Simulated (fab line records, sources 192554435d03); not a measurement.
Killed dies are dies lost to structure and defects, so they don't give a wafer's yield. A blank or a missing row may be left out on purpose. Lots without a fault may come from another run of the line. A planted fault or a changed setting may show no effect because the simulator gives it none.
Problem report in the 8D (eight disciplines) form, filled by code | flow n5_finfet | the parts of the form that need people (team, actions taken, sign-off) are left out

1. THE PROBLEM
bias_w at N5_PASSIVATION_ETCH_15 reads a mean of 75.75 W on 4 wafers of 2 lots; wafers without a fault read 70.00 W with a standard deviation of 0.21. That is +27 standard deviations from the usual mean.
The step: etches SiCN in CF4/N2, target depth 75 nm, time 81.2 s.
First seen on wafer L911.3, day 16 14:48, on rie_diel-02. The record holds 30 wafers of 10 lots with a number at this step. Rule for "out", or "out of limits": more than 4 standard deviations from the usual mean. The other wafers with a number count as sound.

2. WHAT IT IS AND WHAT IT IS NOT
question                    | is                             | is not
which readings at this step | bias_w, rf_vpp_V               | drypump_motor_current_A, mfc_ar_sccm, oes_product_au, showerhead_plenum_p_Torr, throttle_valve_pct
which lots                  | L911, L916                     | L897, L898, L899, L900, L902, L904, L905, L918
which wafers of those lots  | L911.3, L911.6, L916.1, L916.4 | L911.4, L916.6
read on which tools         | rie_diel-02                    | rie_diel-05, rie_diel-06
when                        | from day 16 14:48              | up to then (22 sound wafers); but 4 sound wafers of L916, L918 came after

3. SUSPECTS, AND WHAT RULES EACH OUT
Counting: a tool at a process step up to the reading stays a suspect if it ran every lot that is out. Sound lots after the first of them don't rule it out here, since some wafers of a struck lot are sound.
- rie_diel-02 at N5_PASSIVATION_DESCUM_12 (chemistry O2, time 7.9 s): kept. It ran every lot that is out, first L911 (day 16 14:25); its last sound lot up to then is L900 (day 13 06:53).
- rie_diel-02 at N5_PASSIVATION_ETCH_15 (etches SiCN in CF4/N2, target depth 75 nm, time 81.2 s): kept. It ran every lot that is out, first L911 (day 16 14:48); its last sound lot up to then is L900 (day 13 07:17). Its own readings are out on those wafers: bias_w, rf_vpp_V.
- Within rie_diel-02 at N5_PASSIVATION_DESCUM_12: the wafers that are out ran in chamber 0; their sound lot-mates ran in chambers 2, 3.
- Within rie_diel-02 at N5_PASSIVATION_ETCH_15: the wafers that are out ran in chamber 0; their sound lot-mates ran in chambers 2, 3.
Left after counting: rie_diel-02 at N5_PASSIVATION_DESCUM_12, rie_diel-02 at N5_PASSIVATION_ETCH_15.

4. THE CAUSE (what the simulator had put in)
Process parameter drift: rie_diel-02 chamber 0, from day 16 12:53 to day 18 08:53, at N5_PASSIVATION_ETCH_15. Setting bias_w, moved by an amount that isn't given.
Counting left 2 suspects, and this tool is among them.

5. THE CHAIN OF EFFECTS, in route order
Each row: a reading whose mean over the struck wafers that have a number lies more than 3 standard deviations from the usual. Only readings for which the record gives a usual standard deviation are gone through. hours: the time from each lot's start at the first step in this table that gives one to its start at this step, as a median over the lots. sigmas: the change in usual standard deviations.
hours | step                   | reading  | usual   | on struck wafers | change | sigmas
0     | N5_PASSIVATION_ETCH_15 | bias_w   | 70.00 W | 75.75            | +5.75  | +27
0     | N5_PASSIVATION_ETCH_15 | rf_vpp_V | 382.4 V | 402.4            | +20.1  | +10
The process steps in it:
- N5_PASSIVATION_ETCH_15: etches SiCN in CF4/N2, target depth 75 nm, time 81.2 s.

6. WHAT WOULD HAVE CAUGHT IT SOONER
In this record the first reading out of limits was taken at day 16 14:48, 2 hours after the fault began at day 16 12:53.
